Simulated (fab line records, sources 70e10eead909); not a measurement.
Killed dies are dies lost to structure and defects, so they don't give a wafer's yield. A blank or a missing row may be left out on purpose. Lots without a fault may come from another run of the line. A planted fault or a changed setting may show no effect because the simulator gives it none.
A struck lot beside a sound one | flow nand_harc | 15 steps out of a route of 1159
Sound: wafers L945.2, L945.3, L945.6. Struck: wafer L954.3. (L954.1, L954.4 of the same lot were not struck and are left out.) The cause comes at the end.
At each step with rows: each side's tool, then ch and its chambers, then its first start. Under that, the readings that differ: sound wafers | struck wafers | difference of the means | sigmas: that difference in standard deviations of wafers without a fault.
alike: readings whose means differ by less than 2 such deviations, and words and numbers that are the same on both sides. not compared: withheld readings, readings that some wafer has no value for, bounds like >300 that may hide the same value, and numbers for which the record gives no deviation and whose values overlap.
The two part at a step that has a row with sigmas, a row that says differs or no value, or rows on one side only. Numbers that don't overlap but have no deviation are shown without sigmas and don't part them. A reading that every wafer of one side lacks parts them only if that side has two wafers or more.

first, 7 steps without rows for these wafers: NHARC_A_SGD_CUT_COAT_57 (time 65 s); NHARC_A_SGD_CUT_COAT_03 (resist thk 90 nm); NHARC_A_SGD_CUT_SOFTBAKE_04 (time 55 s); NHARC_A_SGD_CUT_EBR_05; NHARC_A_SGD_CUT_EXPOSE_06 (exposes mask SGD); NHARC_A_SGD_CUT_PEB_07 (peb time 65 s); NHARC_A_SGD_CUT_DEVELOP_08 (develop time 35 s).
NHARC_A_SGD_CUT_CD_MEAS_09: target cd 100 nm.
  sound on cd_sem-02 ch 0, day 16 02:50; struck on cd_sem-02 ch 0, day 18 14:47
  alike: cd_nm
NHARC_A_SGD_CUT_OVL_MEAS_10:
  sound on overlay-02, day 16 02:55; struck on overlay-02, day 18 14:53
  alike: overlay_x_nm, overlay_y_nm
NHARC_A_SGD_CUT_INSPECT_11:
  sound on defect_inspect-01, day 16 02:58; struck on defect_inspect-01, day 18 14:55
  alike: raw_defect_count
NHARC_A_SGD_CUT_DESCUM_14: chemistry O2, time 3 s.
  sound on rie_diel-12 ch 0,2,3, day 16 03:01; struck on rie_diel-13 ch 0, day 18 14:59
  alike: drypump_motor_current_A, mfc_ar_sccm, oes_product_au, rf_vpp_V, showerhead_plenum_p_Torr, throttle_valve_pct
  not compared: rf_hours_counter_h
NHARC_A_SGD_CUT_ETCH_58: etches the open film in CF4, target depth 39 nm, time 65 s.
  sound on rie_diel-12 ch 1,2,3, day 16 03:07; struck on rie_diel-13 ch 1, day 18 15:05
  alike: bias_w, drypump_motor_current_A, mfc_ar_sccm, oes_product_au, rf_vpp_V, run_length_s, showerhead_plenum_p_Torr, throttle_valve_pct
  not compared: rf_hours_counter_h
NHARC_A_SGD_CUT_ETCH_59: etches the open film in N2/H2, target depth 260 nm, time 406.25 s.
  sound on rie_diel-12 ch 1,3, day 16 03:11; struck on rie_diel-13 ch 0, day 18 15:13
  reading          | sound             | struck | difference | sigmas
  run_length_s (s) | 428.0 427.2 427.9 | 324.5  | -103.2     | -99 or more
  alike: drypump_motor_current_A, h2_flow_sccm, mfc_ar_sccm, oes_product_au, rf_vpp_V, showerhead_plenum_p_Torr, throttle_valve_pct
  not compared: bias_w, rf_hours_counter_h
NHARC_A_SGD_CUT_ETCH_15: etches the open film in CH3F/O2, target depth 75 nm, time 64.3 s.
  sound on rie_diel-12 ch 0,1,3; struck on rie_diel-13 ch 0
  reading    | sound             | struck | difference | sigmas
  bias_w (W) | 100.2 100.4 100.5 | 99.6   | -0.8       | -2
  alike: drypump_motor_current_A, mfc_ar_sccm, oes_product_au, rf_vpp_V, run_length_s, showerhead_plenum_p_Torr, throttle_valve_pct
  not compared: rf_hours_counter_h
-- the record jumps here: 5 days lie between the struck wafers' starts before and after (it left off in module A_SGD_CUT and takes up again in module END, whose first step shown is number 1159 of the route) --
NHARC_END_SORT_01:
  the record has rows for the struck wafers here (prober-01 ch 0, day 23 16:17) and none for the sound ones

WHERE THEY PART
First at NHARC_A_SGD_CUT_ETCH_59; last, within this record, at NHARC_END_SORT_01.

WHY: what the simulator had put in
Process parameter drift: rie_diel-13, from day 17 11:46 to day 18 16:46, at NHARC_A_SGD_CUT_ETCH_59. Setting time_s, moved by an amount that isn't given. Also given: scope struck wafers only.
